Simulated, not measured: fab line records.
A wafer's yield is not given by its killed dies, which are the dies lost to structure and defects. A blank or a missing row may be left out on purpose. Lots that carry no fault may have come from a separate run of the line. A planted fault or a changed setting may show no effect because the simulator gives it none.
Matching of chambers	flow nand_harc	NHARC_P_GATE_DEP_103 on pecvd-03 has 3 sister chambers
The step deposits SiON, target thk 30 nm. 6 wafers are shown with their chamber, then 12 later ones without.

## WAFERS PAIRED WITH THEIR CHAMBERS
wafer	chamber	heater_power_w (W)
L085.1	2	716
L085.3	1	846
L085.4	0	637
L085.2	0	660
L085.5	1	828
L085.6	2	748

## WAFERS MISSING THEIR CHAMBER
wafer	heater_power_w (W)
L091.1	784
L091.3	650
L091.4	639
L090.1	603
L090.2	675
L090.3	847
L090.4	580
L090.5	639
L090.6	861
L095.1	697
L095.4	885
L095.5	703

## EACH ONE'S CHAMBER
wafer	from the rows above	in truth
L091.1	can't be placed: 2 or 1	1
L091.3	0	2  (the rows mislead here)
L091.4	0	0
L090.1	0	0
L090.2	can't be placed: 0 or 2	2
L090.3	1	1
L090.4	0	0
L090.5	0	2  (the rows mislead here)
L090.6	1	1
L095.1	can't be placed: 2 or 0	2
L095.4	1	1
L095.5	can't be placed: 2 or 0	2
Correctly placed: 6 of 12. Unplaceable from these rows: 4, with the true chamber sitting among the candidates in 4. Wrongly placed: 2.
How it was worked out, from the rows above alone: a wafer's distance from a chamber is the root of the sum, over the readings, of the square of ((its reading less the chamber's mean) divided by the reading's scatter). The wafer belongs to the nearest chamber; if the next one is less than 2 further off, it can't be placed. For every chamber, the mean is computed from those of its wafers that are shown. How the scatter is found: for the shown wafers, subtract from each reading the mean of its chamber, square and add these, divide the total by (wafers less chambers), then take the root.
